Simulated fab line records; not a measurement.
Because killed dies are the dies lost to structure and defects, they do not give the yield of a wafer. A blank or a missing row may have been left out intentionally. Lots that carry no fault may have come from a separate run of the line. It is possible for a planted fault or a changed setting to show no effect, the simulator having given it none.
Split-lot experiment ; flow n5-finfet ; 7 lots, 21 wafers read, on a route of 1938 steps

## ON THE SPLIT
At N5_MOL_CONTACT_COAG_ETCH_110 (etches Si in CF4/O2, target depth 2.5 nm, time 8 s), the setting bias-w was moved away from the recipe's 12 W on 3 of the 21 wafers read, by +6.6% to +15.7%. This setting was run at the recipe's value on the other wafers.

The split's own step is where the reading is taken.

## THE READING
rf-vpp-V, in V, at N5_MOL_CONTACT_COAG_ETCH_110 (etches Si in CF4/O2, target depth 2.5 nm, time 8 s). On this fab line, fault-free wafers typically give 128.0 V with a standard deviation of 2.3 V.

wafer;tool, chamber at the split;bias-w as run, W;against the recipe;rf-vpp-V, V;against lot-mates on the recipe
L076.1;rie-diel-01, 2;12;recipe;124.7;-
L076.3;rie-diel-01, 0;12;recipe;128.6;-
L076.4;rie-diel-01, 3;12;recipe;128.1;-
L086.2;rie-diel-06, 0;12;recipe;131.3;-
L086.3;rie-diel-06, 3;12;recipe;128.2;-
L086.4;rie-diel-06, 0;12;recipe;129.7;-
L087.1;rie-diel-06, 1;12;recipe;125.6;-
L087.2;rie-diel-06, 3;13.89;+15.7%;144.1;+18.5
L087.6;rie-diel-06, 1;12;recipe;125.5;-
L089.1;rie-diel-01, 0;12;recipe;127.6;-
L089.4;rie-diel-01, 1;12;recipe;126.2;-
L089.5;rie-diel-01, 2;12;recipe;124.8;-
L090.2;rie-diel-01, 1;12;recipe;126.0;-
L090.4;rie-diel-01, 1;12;recipe;125.6;-
L090.5;rie-diel-01, 2;12.79;+6.6%;130.6;+4.8
L092.2;rie-diel-06, 3;12.93;+7.7%;134.0;+2.7
L092.3;rie-diel-06, 0;12;recipe;131.1;-
L092.4;rie-diel-06, 2;12;recipe;131.5;-
L094.1;rie-diel-06, 1;12;recipe;123.2;-
L094.5;rie-diel-06, 3;12;recipe;126.9;-
L094.6;rie-diel-06, 2;12;recipe;129.8;-

FIT RESULTS
A straight line over all 21 wafers: rf-vpp-V changes by +0.958 V for each +1% of bias-w; r = +0.84; the points scatter about the line by 2.5 V.
The same after taking each lot's own level away (the mean of its wafers on the recipe; 21 wafers): +0.997 V for each +1%; r = +0.90; scatter 2 V.
On that fit, the largest move of bias-w shifts the reading by 16 V.
Measured against the standard deviation above, the lots' own levels, which go from 125.55 to 131.30 V, span 2.5 times it.
The two slopes are in agreement: the lot-to-lot level therefore moves the slope only a little.
Check: with one of the wafers moved furthest among these (+15.7%) left out of the fit, the line predicts +7.99 V for it against its lot-mates. It came out at +18.5 V against them.
Tool readings at the split's step, against how far the setting was moved: rf-vpp-V r = +0.84.

## OTHER SPLITS ON THESE WAFERS
These wafers also went through other splits before the reading. Each is held against what the fit with the lots' levels taken away leaves over:
other split on the same wafers;wafers away from the commonest value;r with rf-vpp-V (lot level and that fit taken away)
N5_HKMG_FIN_EXPOSE_09 dose-mj;6;+0.07
N5_GATE_CUT_COAT_07 spin-rpm;6;-0.18
N5_GATE_CUT_DESCUM_18 time-s;5;+0.16
N5_MOL_CONTACT_COAG_ETCH_105 bias-w;11;+0.18

## THE FILE'S OWN FIT
rf-vpp-V changes by +0.982 V for each +1% of bias-w, r = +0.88.
